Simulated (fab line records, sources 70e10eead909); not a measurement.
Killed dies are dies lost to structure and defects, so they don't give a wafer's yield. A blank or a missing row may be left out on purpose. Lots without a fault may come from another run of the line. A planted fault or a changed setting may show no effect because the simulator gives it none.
A struck lot beside a sound one | flow nand_harc | 15 steps out of a route of 1302
Sound: wafers L487.2, L487.5, L487.6. Struck: wafers L494.1, L494.4, L494.5. The cause comes at the end.
At each step with rows: each side's tool, then ch and its chambers, then its first start. Under that, the readings that differ: sound wafers | struck wafers | difference of the means | sigmas: that difference in standard deviations of wafers without a fault.
alike: readings whose means differ by less than 2 such deviations, and words and numbers that are the same on both sides. not compared: withheld readings, readings that some wafer has no value for, bounds like >300 that may hide the same value, and numbers for which the record gives no deviation and whose values overlap.
The two part at a step that has a row with sigmas, a row that says differs or no value, or rows on one side only. Numbers that don't overlap but have no deviation are shown without sigmas and don't part them. A reading that every wafer of one side lacks parts them only if that side has two wafers or more.

NHARC_P_ZERO_WELL_DESCUM_54: chemistry O2, time 3 s.
  sound on rie_diel-06 ch 0,1, day 2 11:51; struck on rie_diel-01 ch 0,3, day 5 10:02
  alike: drypump_motor_current_A, oes_product_au, rf_vpp_V, showerhead_plenum_p_Torr, throttle_valve_pct
  not compared: rf_hours_counter_h
then, 5 steps without rows for these wafers: NHARC_P_ZERO_WELL_IMPLANT_55; NHARC_P_ZERO_WELL_IMPLANT_61; NHARC_P_ZERO_WELL_STRIP_56 (strips in SPM, time 840 s); NHARC_P_ZERO_WELL_PRECLEAN_68 (cleans in SC1, time 60 s); NHARC_P_ZERO_WELL_SRD_69.
NHARC_P_ZERO_WELL_RTA_42: time 300 s.
  sound on rtp_anneal-02 ch 0, day 2 12:56; struck on rtp_anneal-02 ch 0, day 5 11:00
  alike: lamp_power_pct, lamp_zone_2_pct, wafer_temp_C_max
NHARC_P_ZERO_WELL_INSPECT_43:
  sound on defect_inspect-01, day 2 13:31; struck on defect_inspect-01, day 5 11:41
  alike: raw_defect_count
then, 4 steps without rows for these wafers: NHARC_P_STI_ETCH_26 (etches SiO2 in dHF, target depth 11 nm); NHARC_P_STI_PRECLEAN_27 (cleans in SC1); NHARC_P_STI_SRD_28; NHARC_P_STI_OXIDE_29 (material SiO2, target thk 10 nm, ox time 1362 s).
NHARC_P_STI_HM_DEP_30: deposits Si3N4, target thk 80 nm, time 873 s.
  sound on lpcvd-02 ch 0, day 3 00:16; struck on lpcvd-02 ch 0, day 5 22:11
  no value came back on the struck wafers for any of 6 readings (pressure_mtorr (mTorr), run_length_s (s) and others); on the sound wafers pressure_mtorr (mTorr) reads 300.3 298.8 299.4
then, 1 step without rows for these wafers: NHARC_P_STI_DEHYDRATE_01 (time 120 s).
-- the record jumps here: 23 days lie between the struck wafers' starts before and after (it left off in module P_STI and takes up again in module END, whose first step shown is number 1302 of the route) --
NHARC_END_SORT_01:
  sound on prober-02 ch 0, day 24 22:38; struck on prober-02 ch 0, day 28 16:26
  reading             | sound    | struck                                                               | difference                   | sigmas
  hold                | - - -    | await_dispo/2.5h/scrap await_dispo/2.5h/scrap await_dispo/2.5h/scrap | no value on the sound wafers |
  killed_at_periphery | 5 4 6    | 622 635 637                                                          | +626                         | +99 or more
  killed_dies         | 84 78 78 | 677 677 677                                                          | +597                         | +33
  alike: killed_at_array, killed_at_other, killed_open, killed_short

WHERE THEY PART
First at NHARC_P_STI_HM_DEP_30; last, within this record, at NHARC_END_SORT_01.

WHY: what the simulator had put in
Skipped step whole: lpcvd-02, from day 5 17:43 on, at NHARC_P_STI_HM_DEP_30. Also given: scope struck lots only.
